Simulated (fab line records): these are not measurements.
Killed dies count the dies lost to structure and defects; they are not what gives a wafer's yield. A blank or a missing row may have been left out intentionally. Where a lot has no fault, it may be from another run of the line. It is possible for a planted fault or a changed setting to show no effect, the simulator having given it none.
fab line records -- flow n5Finfet
[record] lots = 6, wafers = 18, lastDay = 17
route steps=1938 shown BEOL_M6@1220 PASSIVATION@1936
lots with no fault: from the same line, run without faults
startH: start of the lot's first displayed wafer, in hours after the record's first day -- waitH: hours from the lot's prior step to this one -- " identical to the entry in the row above -- L1.1+2: several wafers, shown together as one row -- - no value, or no start was given -- * or withheld: withheld -- < > ~ a bound
route shown NAME@n: a module of which the file shows steps, and the number in the route of the first -- usual: mean and standard deviation over wafers with no fault -- same: alike in all rows -- chamber/n: place in a boat -- sites: each site's reading -- _std_site: the standard deviation of these -- _edge_site: outer sites' mean less inner sites' -- radiusMm: for every site, how far away it sits from the centre of the wafer -- mask NAME#n: copy n -- behind: the most recent tool/chamber to have shaped the wafer -- hold: reason for holding the lot/hours on hold/outcome of the hold -- device: which transistor (n, p or np) failed to switch -- end of line: the same wafers' tests at the end of the route -- a step with no rows: only its recipe -- killed: the dies lost at the first sort to structure and to defects; this is not the yield of the wafer -- map: a wafer's dies, marking killed ones x, the rest . and places with no die _
set.NAME: setting as actually run; set.NAME@STEP: the setting as run at that earlier step -- model.NAME: the simulator's own value behind a step, which no gauge read
lots seen at some steps along the route; tables by step, rows by wafer
services: from which hour (startH, from the record's first day; less than 0 if before it) a tool's chamber was out of use, for how many hours, and why
[[steps]]
[step N5_BEOL_M6_COAT_71]
[recipe] resist = underlayer, tempC = 205, timeS = 60, spinRpm = 1500, resistThkNm = 5
[step N5_BEOL_M6_COAT_22]
[recipe] resist = CAR-EUV, spinRpm = 1500, resistThkNm = 30
[step N5_BEOL_M6_EBR_24]
[recipe] solvent = PGMEA, ebrWidthMm = 1.5
[step N5_BEOL_M6_SOFTBAKE_23]
[recipe] tempC = 110, timeS = 60, resist = CAR-EUV
[step N5_BEOL_M6_EXPOSE_25]
[recipe] maskId = V5, na = 0.33, sourceShape = annular, sigmaInner = 0.4, sigmaOuter = 0.8, polarization = unpolarized, targetCdNm = 40, doseMj = 45
[step N5_BEOL_M6_PEB_26]
[recipe] pebTempC = 100, pebTimeS = 60, resist = CAR-EUV
[step N5_BEOL_M6_DEVELOP_27]
[recipe] developTimeS = 30, developer = TMAH, resist = CAR-EUV, rinseLiquid = surfactantRinse, dry = airSpin, devTempC = 23
[step N5_BEOL_M6_CD_MEAS_28]
[recipe] targetCdNm = 40, landingEnergyEv = 500, detector = seInlens
[usual] cdNm = 40.06/0.25
lot.wafer,tool,chamber,startH,waitH,cdNm
L778.2,cdSem-02,0,192.10,-,40.07
L778.3,cdSem-02,0,192.10,-,40.19
L778.5,cdSem-02,0,192.10,-,39.87
L779.1,cdSem-02,0,216.01,-,39.81
L779.2,cdSem-02,0,216.01,-,39.97
L779.3,cdSem-02,0,216.01,-,39.91
L788.1,cdSem-03,0,268.17,-,40.53
L788.3,cdSem-03,0,268.17,-,40.05
L788.5,cdSem-03,0,268.17,-,40.52
L793.1,cdSem-03,0,285.17,-,40.19
L793.4,cdSem-03,0,285.17,-,39.80
L793.6,cdSem-03,0,285.17,-,39.97
L794.1,cdSem-03,0,301.38,-,39.71
L794.2,cdSem-03,0,301.38,-,40.14
L794.5,cdSem-03,0,301.38,-,39.90
L798.4,cdSem-01,0,332.89,-,39.82
L798.5,cdSem-01,0,332.89,-,40.57
L798.6,cdSem-01,0,332.89,-,40.33
[step N5_BEOL_M6_OVL_MEAS_29]
[recipe] pointsPerWafer = 522
[usual] V5_OVL = -0.1/0.76
lot.wafer,tool,chamber,startH,waitH,V5_OVL[nm]
L778.2,overlay-02,0,192.13,0.0,-0.3
L778.3,overlay-02,0,192.13,0.0,0.2
L778.5,overlay-02,0,192.13,0.0,0.0
L779.1,overlay-02,0,216.04,0.0,-1.7
L779.2,overlay-02,0,216.04,0.0,-1.2
L779.3,overlay-02,0,216.04,0.0,-1.5
L788.1,overlay-02,0,268.20,0.0,0.4
L788.3,overlay-02,0,268.20,0.0,0.8
L788.5,overlay-02,0,268.20,0.0,0.6
L793.1,overlay-02,0,285.20,0.0,0.1
L793.4,overlay-02,0,285.20,0.0,0.9
L793.6,overlay-02,0,285.20,0.0,1.3
L794.1,overlay-02,0,301.41,0.0,0.5
L794.2,overlay-02,0,301.41,0.0,0.1
L794.5,overlay-02,0,301.41,0.0,-0.9
L798.4,overlay-01,0,332.94,0.0,-0.8
L798.5,overlay-01,0,332.94,0.0,-0.3
L798.6,overlay-01,0,332.94,0.0,-0.6
[step N5_BEOL_M6_INSPECT_30]
[recipe] mode = adi, inspectInstrument = brightfield
[usual] rawDefectCount = 389/93
lot.wafer,tool,chamber,startH,waitH,rawDefectCount
L778.2,defectInspect-02,-,192.19,0.0,366
L778.3,defectInspect-02,-,192.19,0.0,384
L778.5,defectInspect-02,-,192.19,0.0,334
L779.1,defectInspect-02,-,216.10,0.1,507
L779.2,defectInspect-02,-,216.10,0.1,288
L779.3,defectInspect-02,-,216.10,0.1,392
L788.1,defectInspect-02,-,268.26,0.1,400
L788.3,defectInspect-02,-,268.26,0.1,456
L788.5,defectInspect-02,-,268.26,0.1,522
L793.1,defectInspect-02,-,285.26,0.1,331
L793.4,defectInspect-02,-,285.26,0.1,223
L793.6,defectInspect-02,-,285.26,0.1,276
L794.1,defectInspect-02,-,301.47,0.1,387
L794.2,defectInspect-02,-,301.47,0.1,369
L794.5,defectInspect-02,-,301.47,0.1,328
L798.4,defectInspect-02,-,332.98,0.0,342
L798.5,defectInspect-02,-,332.98,0.0,233
L798.6,defectInspect-02,-,332.98,0.0,257
[step N5_BEOL_M6_DESCUM_33]
[recipe] chemistry = O2, timeS = 7, sourcePowerW = 50, biasPowerW = 20, pressureMtorr = 20, rfFrequencyHz = 2.712e+07, tempC = 40, resist = CAR-EUV, o2FlowSccm = 225
[usual] drypumpMotorCurrentA = 5.6/0.4, oesProductAu = 0.81/0.08, rfVppV = 242.8/1.3, showerheadPlenumPTorr = 2.07/0.068, throttleValvePct = 20.30/0.19
[same] timeS = 7
lot.wafer,tool,chamber,startH,waitH,drypumpMotorCurrentA,oesProductAu,rfHoursCounterH,rfVppV,showerheadPlenumPTorr,throttleValvePct
L778.2,rieDiel-01,2,192.46,0.3,5.6,0.86,57,242.3,2.05,20.33
L778.3,rieDiel-01,0,192.46,0.3,5.2,0.82,77,246.7,2.21,20.41
L778.5,rieDiel-01,0,192.46,0.3,5.2,0.83,-,245.5,2.21,20.41
L779.1,rieDiel-04,1,216.41,0.3,5.9,0.95,2,243.9,2.15,20.33
L779.2,rieDiel-04,2,216.41,0.3,6.0,0.70,202,242.0,2.09,20.25
L779.3,rieDiel-04,3,216.41,0.3,5.2,0.81,102,243.2,2.02,20.51
L788.1,rieDiel-04,3,268.29,0.0,5.2,0.80,119,241.4,2.01,20.54
L788.3,rieDiel-04,2,268.29,0.0,6.0,0.69,220,242.0,2.08,20.29
L788.5,rieDiel-04,2,268.29,0.0,6.0,0.68,-,242.0,2.08,20.27
L793.1,rieDiel-04,0,285.36,0.1,5.9,0.75,158,242.3,1.99,20.13
L793.4,rieDiel-04,1,285.36,0.1,5.8,0.89,25,244.5,2.14,20.37
L793.6,rieDiel-04,3,285.36,0.1,5.1,0.79,-,242.5,2.01,20.52
L794.1,rieDiel-01,2,301.50,0.0,5.6,0.81,102,241.7,2.04,20.39
L794.2,rieDiel-01,3,301.50,0.0,6.1,0.91,28,243.2,2.02,19.85
L794.5,rieDiel-01,3,301.50,0.0,6.2,0.90,-,242.2,2.02,19.88
L798.4,rieDiel-01,1,333.21,0.2,5.4,0.89,30,241.2,2.02,20.23
L798.5,rieDiel-01,2,333.21,0.2,5.6,0.79,-,242.5,2.03,20.43
L798.6,rieDiel-01,3,333.21,0.2,6.1,0.88,-,241.8,2.02,19.88
[step N5_BEOL_M6_ETCH_72]
[recipe] chemistry = N2/H2, target = underlayer, targetDepthA = 65, maskMaterial = CAR-EUV, timeS = 5.2, ionEnergyEv = 200, pressureMtorr = 30, sourceW = 840, biasW = 150, n2FlowSccm = 200, h2FlowSccm = 200, ends = cleared
[usual] drypumpMotorCurrentA = 5.7/0.4, etchRfOnTimeS = 5.15/0.17, h2FlowSccm = 200.0/0.58, oesProductAu = 0.69/0.071, rfVppV = 523.3/2.6, showerheadPlenumPTorr = 2.53/0.08, throttleValvePct = 17.78/0.14
lot.wafer,tool,chamber,startH,waitH,drypumpMotorCurrentA,etchRfOnTimeS,h2FlowSccm,oesProductAu,rfHoursCounterH,rfVppV,showerheadPlenumPTorr,throttleValvePct
L778.2,rieDiel-01,2,192.50,0.0,5.5,5.21,200.6,0.73,57,521.8,2.46,17.52
L778.3,rieDiel-01,0,192.50,0.0,5.2,5.06,200.2,0.71,77,529.1,2.68,17.81
L778.5,rieDiel-01,0,192.50,0.0,5.2,5.07,200.8,0.72,-,527.8,2.68,17.79
L779.1,rieDiel-04,1,216.45,0.0,5.9,5.02,199.8,0.82,2,525.8,2.62,17.89
L779.2,rieDiel-04,2,216.45,0.0,6.0,5.41,200.5,0.59,202,523.8,2.52,17.64
L779.3,rieDiel-04,3,216.45,0.0,5.1,5.23,199.3,0.69,102,520.0,2.46,17.89
L788.1,rieDiel-04,3,268.33,0.0,5.1,5.35,199.3,0.67,119,519.6,2.45,17.90
L788.3,rieDiel-04,2,268.33,0.0,6.0,5.42,200.2,0.58,220,523.0,2.52,17.67
L788.5,rieDiel-04,2,268.33,0.0,6.0,5.35,200.9,0.59,-,524.5,2.52,17.67
L793.1,rieDiel-04,0,285.40,0.0,5.9,5.19,199.6,0.64,158,518.8,2.44,17.70
L793.4,rieDiel-04,1,285.40,0.0,5.9,5.03,199.4,0.76,25,524.4,2.61,17.94
L793.6,rieDiel-04,3,285.40,0.0,5.2,5.25,199.7,0.67,-,523.0,2.45,17.94
L794.1,rieDiel-01,2,301.54,0.0,5.6,5.19,199.3,0.69,102,523.1,2.45,17.58
L794.2,rieDiel-01,3,301.54,0.0,6.1,4.96,199.3,0.78,28,523.3,2.50,17.73
L794.5,rieDiel-01,3,301.54,0.0,6.1,4.96,200.1,0.79,-,523.3,2.50,17.75
L798.4,rieDiel-01,1,333.25,0.0,5.4,5.09,200.2,0.76,30,524.5,2.48,17.80
L798.5,rieDiel-01,2,333.25,0.0,5.6,5.21,200.3,0.67,-,521.3,2.44,17.61
L798.6,rieDiel-01,3,333.25,0.0,6.2,5.05,199.1,0.76,-,522.0,2.50,17.75
[step N5_BEOL_M6_ETCH_65]
[recipe] chemistry = CF4, target = SiARC, targetDepthA = 156, maskMaterial = CAR-EUV, timeS = 26, ionEnergyEv = 80, pressureMtorr = 40, sourceW = 545, biasW = 36, Ar_flow_sccm = 100, cf4FlowSccm = 100, ends = cleared
[usual] drypumpMotorCurrentA = 5.6/0.4, etchRfOnTimeS = 25.8/0.72, oesProductAu = 0.69/0.069, rfVppV = 183.8/1.1, showerheadPlenumPTorr = 2.12/0.06, throttleValvePct = 15.51/0.11
lot.wafer,tool,chamber,startH,waitH,drypumpMotorCurrentA,etchRfOnTimeS,oesProductAu,rfHoursCounterH,rfVppV,showerheadPlenumPTorr,throttleValvePct
L778.2,rieDiel-01,2,192.51,0.0,5.6,26.1,0.73,57,183.8,2.08,15.37
L778.3,rieDiel-01,0,192.51,0.0,5.2,26.0,0.70,77,187.0,2.24,15.48
L778.5,rieDiel-01,0,192.51,0.0,5.2,26.0,0.70,-,185.4,2.24,15.49
L779.1,rieDiel-04,1,216.46,0.0,5.8,25.5,0.82,2,183.1,2.19,15.41
L779.2,rieDiel-04,2,216.46,0.0,6.0,26.6,0.61,202,183.2,2.13,15.50
L779.3,rieDiel-04,3,216.46,0.0,5.2,26.2,0.69,102,183.0,2.07,15.60
L788.1,rieDiel-04,3,268.34,0.0,5.1,18.3,0.84,119,184.2,2.06,15.66
L788.3,rieDiel-04,2,268.34,0.0,6.0,26.5,0.59,220,182.7,2.12,15.52
L788.5,rieDiel-04,2,268.34,0.0,6.0,26.6,0.59,-,183.5,2.12,15.53
L793.1,rieDiel-04,0,285.41,0.0,5.9,25.7,0.65,158,182.6,2.07,15.50
L793.4,rieDiel-04,1,285.41,0.0,5.9,25.5,0.75,25,184.9,2.18,15.46
L793.6,rieDiel-04,3,285.41,0.0,5.1,18.4,0.83,-,183.8,2.06,15.68
L794.1,rieDiel-01,2,301.56,0.0,5.5,25.8,0.69,102,182.7,2.07,15.47
L794.2,rieDiel-01,3,301.56,0.0,6.1,25.3,0.78,28,183.6,2.09,15.24
L794.5,rieDiel-01,3,301.56,0.0,6.1,25.3,0.79,-,184.3,2.09,15.23
L798.4,rieDiel-01,1,333.27,0.0,5.3,25.7,0.75,30,183.4,2.09,15.51
L798.5,rieDiel-01,2,333.27,0.0,5.5,25.9,0.69,-,183.3,2.06,15.50
L798.6,rieDiel-01,3,333.27,0.0,6.1,25.1,0.78,-,183.9,2.09,15.26
[step N5_BEOL_M6_ETCH_66]
[recipe] chemistry = N2/H2, target = SOC, targetDepthA = 800, overetchA = 160, maskMaterial = SiARC, tempC = 40, timeS = 120, ionEnergyEv = 200, pressureMtorr = 30, sourceW = 840, biasW = 150, n2FlowSccm = 200, h2FlowSccm = 200
[usual] drypumpMotorCurrentA = 5.7/0.4, h2FlowSccm = 200.0/0.55, oesProductAu = 0.62/0.056, rfVppV = 523.3/2.4, showerheadPlenumPTorr = 2.53/0.08, throttleValvePct = 17.74/0.14
[same] timeS = 120
lot.wafer,tool,chamber,startH,waitH,drypumpMotorCurrentA,h2FlowSccm,oesProductAu,rfHoursCounterH,rfVppV,showerheadPlenumPTorr,throttleValvePct
L778.2,rieDiel-01,2,192.54,0.0,5.6,200.5,0.66,57,520.7,2.46,17.48
L778.3,rieDiel-01,0,192.54,0.0,5.2,200.6,0.63,77,527.8,2.68,17.77
L778.5,rieDiel-01,0,192.54,0.0,5.2,200.8,0.63,-,528.6,2.68,17.77
L779.1,rieDiel-04,1,216.49,0.0,5.9,200.6,0.72,2,524.9,2.62,17.84
L779.2,rieDiel-04,2,216.49,0.0,6.0,200.2,0.54,202,524.0,2.52,17.61
L779.3,rieDiel-04,3,216.49,0.0,5.2,200.7,0.62,102,520.1,2.46,17.84
L788.1,rieDiel-04,3,268.37,0.0,5.2,198.7,0.61,119,522.0,2.45,17.87
L788.3,rieDiel-04,2,268.37,0.0,6.0,200.5,0.54,220,521.9,2.52,17.64
L788.5,rieDiel-04,2,268.37,0.0,6.0,200.1,0.53,-,521.0,2.52,17.64
L793.1,rieDiel-04,0,285.44,0.0,6.0,200.2,0.58,158,521.3,2.44,17.64
L793.4,rieDiel-04,1,285.44,0.0,5.9,199.7,0.66,25,526.6,2.61,17.87
L793.6,rieDiel-04,3,285.44,0.0,5.2,200.7,0.60,-,521.9,2.45,17.87
L794.1,rieDiel-01,2,301.58,0.0,5.6,200.0,0.62,102,522.1,2.45,17.56
L794.2,rieDiel-01,3,301.58,0.0,6.1,199.7,0.70,28,523.6,2.50,17.70
L794.5,rieDiel-01,3,301.58,0.0,6.1,200.0,0.70,-,522.5,2.50,17.69
L798.4,rieDiel-01,1,333.29,0.0,5.4,199.7,0.67,30,523.4,2.48,17.78
L798.5,rieDiel-01,2,333.29,0.0,5.6,199.9,0.61,-,522.5,2.44,17.59
L798.6,rieDiel-01,3,333.29,0.0,6.2,199.4,0.68,-,522.5,2.50,17.70
[step N5_PASSIVATION_PROBE_49]
[usual] defectLimitedYield = 91.1/1.4, killed_at_M0_to_M3 = 34/9.7, killed_at_M4_up = 13/5.1, killedAtContacts = 14/6.3, killedAtFrontEnd = 40/11, killedAtOther = 3.5/2.7, killedDies = 105/16, killedOpen = 70/12, killedShort = 34/7.8, sort_bin_4_leakage = 0.02/0.13, sort_bin_5_function = 5.2/0.88, sort_bin_6_memory = 3.3/0.7, sortNPass = 1074/17, sortYieldPct = 91.0/1.5
[same] grossDies = 1180, killedAtBackSide = 0, sort_bin_8_speed[%] = 0
lot.wafer,tool,chamber,startH,waitH,defectLimitedYield[%],killed_at_M0_to_M3,killed_at_M4_up,killedAtContacts,killedAtFrontEnd,killedAtOther,killedDies,killedOpen,killedShort,sort_bin_4_leakage[%],sort_bin_5_function[%],sort_bin_6_memory[%],sortNPass,sortYieldPct[%]
L778.2,prober-01,-,280.96,0.1,89.2,50,11,17,48,1,127,85,42,0,6.3,3.9,1053,89.2
L778.3,prober-01,-,281.01,0.1,88.1,54,15,25,44,2,140,99,41,0,7.2,4.2,1040,88.1
L778.5,prober-01,-,281.11,0.2,90.3,32,12,26,45,0,115,81,34,0,6.0,3.5,1065,90.3
L779.1,prober-02,-,298.07,0.0,90.3,52,11,13,37,1,114,73,40,0,5.0,4.0,1066,90.3
L779.2,prober-02,-,298.12,0.1,91.5,28,6,17,41,8,100,61,38,0,5.0,3.1,1080,91.5
L779.3,prober-02,-,298.17,0.1,93.2,28,11,11,25,5,80,55,24,0.17,4.2,2.6,1098,93.1
L788.1,prober-02,-,357.42,0.0,91.5,30,9,14,45,2,100,61,37,0,5.0,2.8,1080,91.5
L788.3,prober-02,-,357.52,0.1,93.6,17,11,14,32,2,76,57,19,0,3.6,2.6,1104,93.6
L788.5,prober-02,-,357.62,0.2,91.7,29,13,24,29,3,98,71,27,0,4.8,3.3,1082,91.7
L793.1,prober-01,-,371.50,0.0,92.0,35,19,11,28,1,94,67,26,0,4.8,2.7,1086,92.0
L793.4,prober-01,-,371.65,0.2,92.7,30,11,4,38,3,86,57,28,0,4.4,2.5,1094,92.7
L794.1,prober-01,-,386.86,0.0,91.0,38,8,18,37,5,106,70,36,0,5.7,3.1,1074,91.0
L794.2,prober-01,-,386.91,0.1,91.7,30,9,15,39,5,98,65,32,0,4.9,3.3,1082,91.7
L794.5,prober-01,-,387.06,0.2,90.3,36,5,20,53,1,115,80,30,0,5.7,3.3,1065,90.3
L798.4,prober-01,-,407.66,0.2,91.6,26,16,15,39,3,99,62,34,0.08,4.5,3.4,1080,91.5
L798.5,prober-01,-,407.71,0.2,92.7,29,9,19,29,0,86,70,16,0,4.3,2.9,1094,92.7
L798.6,prober-01,-,407.76,0.3,89.9,41,20,24,34,0,119,78,41,0,6.4,3.0,1061,89.9
// killed by level:class
L778.2 MOL_CONTACT_COAG:geometricParticle:open=16 BEOL_M0_SAQP:geometricParticle:short=14 BEOL_M0_SAQP:geometricParticle:open=13 STI_FIN_REVEAL:geometricParticle:open=10 BEOL_M2:geometricParticle:open=10 FIN_SAQP:geometricParticle:short=8 FIN_SAQP:geometricParticle:open=7 DUMMY_GATE:geometricParticle:open=6
L778.3 MOL_CONTACT_COAG:geometricParticle:open=23 BEOL_M2:geometricParticle:open=15 FIN_SAQP:geometricParticle:open=13 FIN_SAQP:geometricParticle:short=9 BEOL_M0_SAQP:geometricParticle:open=8 BEOL_M3:geometricParticle:open=8 BEOL_M0_SAQP:geometricParticle:short=7 BEOL_M1:geometricParticle:open=6
L778.5 MOL_CONTACT_COAG:geometricParticle:open=20 STI_FIN_REVEAL:geometricParticle:open=16 BEOL_M2:geometricParticle:open=10 BEOL_M0_SAQP:geometricParticle:short=7 MOL_CONTACT_COAG:geometricParticle:short=6 FIN_SAQP:geometricParticle:short=5 STARTING-WAFER:geometricParticle:open=5 FIN_SAQP:geometricParticle:open=4
L779.1 BEOL_M3:geometricParticle:open=14 FIN_SAQP:geometricParticle:short=9 MOL_CONTACT_COAG:geometricParticle:open=9 BEOL_M0_SAQP:geometricParticle:open=9 DUMMY_GATE:geometricParticle:open=8 BEOL_M2:geometricParticle:open=6 GATE_CUT:geometricParticle:open=5 BEOL_M0:geometricParticle:open=5
L779.2 MOL_CONTACT_COAG:geometricParticle:open=13 BEOL_M0_SAQP:geometricParticle:short=8 STI_FIN_REVEAL:geometricParticle:open=7 BEOL_M1:geometricParticle:open=7 FIN_SAQP:geometricParticle:open=6 STARTING-WAFER:geometricParticle:short=6 GATE_CUT:geometricParticle:open=5 DUMMY_GATE:geometricParticle:open=4
L779.3 MOL_CONTACT_COAG:geometricParticle:open=10 GATE_CUT:geometricParticle:short=7 BEOL_M2:geometricParticle:open=6 BEOL_M3:geometricParticle:open=6 STI_FIN_REVEAL:geometricParticle:open=5 BEOL_M0_SAQP:geometricParticle:short=5 BEOL_M5:geometricParticle:open=4 STARTING-WAFER:geometricParticle:short=3
L788.1 FIN_SAQP:geometricParticle:short=10 BEOL_M1:geometricParticle:open=10 MOL_CONTACT_COAG:geometricParticle:open=9 STI_FIN_REVEAL:geometricParticle:open=7 BEOL_M2:geometricParticle:open=6 BEOL_M0_SAQP:geometricParticle:open=6 DUMMY_GATE:geometricParticle:open=5 MOL_CONTACT_COAG:geometricParticle:short=5
L788.3 MOL_CONTACT_COAG:geometricParticle:open=12 STI_FIN_REVEAL:geometricParticle:open=9 DUMMY_GATE:geometricParticle:open=7 BEOL_M0:geometricParticle:open=4 BEOL_M2:geometricParticle:open=4 ILD0:geometricParticle:open=3 BEOL_M1:geometricParticle:open=3 BEOL_M4:geometricParticle:open=3
L788.5 MOL_CONTACT_COAG:geometricParticle:open=20 BEOL_M1:geometricParticle:open=8 BEOL_M4:geometricParticle:open=7 GATE_CUT:geometricParticle:short=6 STI_FIN_REVEAL:geometricParticle:open=5 BEOL_M2:geometricParticle:open=5 BEOL_M3:geometricParticle:open=5 FIN_SAQP:geometricParticle:short=4
L793.1 STI_FIN_REVEAL:geometricParticle:open=12 MOL_CONTACT_COAG:geometricParticle:open=9 BEOL_M0_SAQP:geometricParticle:open=7 BEOL_M2:geometricParticle:open=6 BEOL_M1:geometricParticle:open=5 BEOL_M0_SAQP:geometricParticle:short=5 STI_FIN_REVEAL:geometricParticle:short=4 BEOL_M4:geometricParticle:open=4
L793.4 STI_FIN_REVEAL:geometricParticle:open=9 FIN_SAQP:geometricParticle:open=7 BEOL_M0_SAQP:geometricParticle:open=6 BEOL_M1:geometricParticle:open=6 BEOL_M4:geometricParticle:open=6 BEOL_M0_SAQP:geometricParticle:short=5 BEOL_M3:geometricParticle:open=5 STARTING-WAFER:geometricParticle:short=4
L794.1 MOL_CONTACT_COAG:geometricParticle:open=13 BEOL_M2:geometricParticle:open=13 BEOL_M3:geometricParticle:open=10 FIN_SAQP:geometricParticle:short=6 BEOL_M1:geometricParticle:open=6 MOL_CONTACT_COAG:geometricParticle:short=5 FIN_SAQP:geometricParticle:open=4 STI_FIN_REVEAL:geometricParticle:open=4
L794.2 MOL_CONTACT_COAG:geometricParticle:open=13 BEOL_M2:geometricParticle:open=11 FIN_SAQP:geometricParticle:short=10 GATE_CUT:geometricParticle:short=6 FIN_SAQP:geometricParticle:open=5 BEOL_M3:geometricParticle:open=5 BEOL_M0_SAQP:geometricParticle:open=4 FIN_CUT:geometricParticle:open=3
L794.5 STI_FIN_REVEAL:geometricParticle:open=18 BEOL_M3:geometricParticle:open=16 MOL_CONTACT_COAG:geometricParticle:open=14 GATE_CUT:geometricParticle:short=6 ILD0:geometricParticle:open=6 MOL_CONTACT_COAG:geometricParticle:short=6 BEOL_M0_SAQP:geometricParticle:open=6 BEOL_M0_SAQP:geometricParticle:short=6
L798.4 MOL_CONTACT_COAG:geometricParticle:open=14 BEOL_M0_SAQP:geometricParticle:open=9 BEOL_M4:geometricParticle:open=9 SPACER0:geometricParticle:open=5 GATE_CUT:geometricParticle:short=5 BEOL_M0_SAQP:geometricParticle:short=5 FIN_SAQP:geometricParticle:short=4 DUMMY_GATE:geometricParticle:open=4
L798.5 MOL_CONTACT_COAG:geometricParticle:open=18 FIN_SAQP:geometricParticle:open=12 BEOL_M0_SAQP:geometricParticle:open=10 BEOL_M0_SAQP:geometricParticle:short=6 DUMMY_GATE:geometricParticle:open=4 BEOL_M2:geometricParticle:open=4 BEOL_M1:geometricParticle:open=3 BEOL_M4:geometricParticle:open=3
L798.6 MOL_CONTACT_COAG:geometricParticle:open=17 BEOL_M4:geometricParticle:open=15 BEOL_M0_SAQP:geometricParticle:short=9 BEOL_M2:geometricParticle:open=8 FIN_SAQP:geometricParticle:open=7 MOL_CONTACT_COAG:geometricParticle:short=7 BEOL_M3:geometricParticle:open=6 BEOL_M3:geometricParticle:short=5
[[services]]
tool,chamber,startH,hours,kind
rieDiel-04,3,185.80,9.3,repair
rieDiel-04,1,195.45,-,clean
rieDiel-04,1,195.45,-,consumableReplace:focusRing
rieDiel-04,1,195.45,17.4,scheduledDown
rieDiel-04,1,195.45,17.4,ventCycle
rieDiel-01,3,205.59,-,clean
rieDiel-01,3,205.59,-,consumableReplace:focusRing
rieDiel-01,3,205.59,19.6,scheduledDown
rieDiel-01,3,205.59,19.6,ventCycle
rieDiel-01,1,225.32,-,clean
rieDiel-01,1,225.32,-,consumableReplace:focusRing
rieDiel-01,1,225.32,22.4,scheduledDown
rieDiel-01,1,225.32,22.4,ventCycle
rieDiel-01,-,284.58,0.4,repair
[[key]]
[firstSign] step = N5_BEOL_M6_ETCH_65, reading = etchRfOnTimeS, direction = down, sigmas = 10, usual = *, struck = *
effect none on later readings
metAt N5_BEOL_M6_ETCH_65
struckWafers L788.1,L793.6
onsetBetween 216.46 268.34
[fault] kind = processParameterDrift, tool = rieDiel-04, chamber = 3, onsetH = 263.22, steps = N5_BEOL_M6_ETCH_65, channel = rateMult, offset = 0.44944, shape = step, endH = 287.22
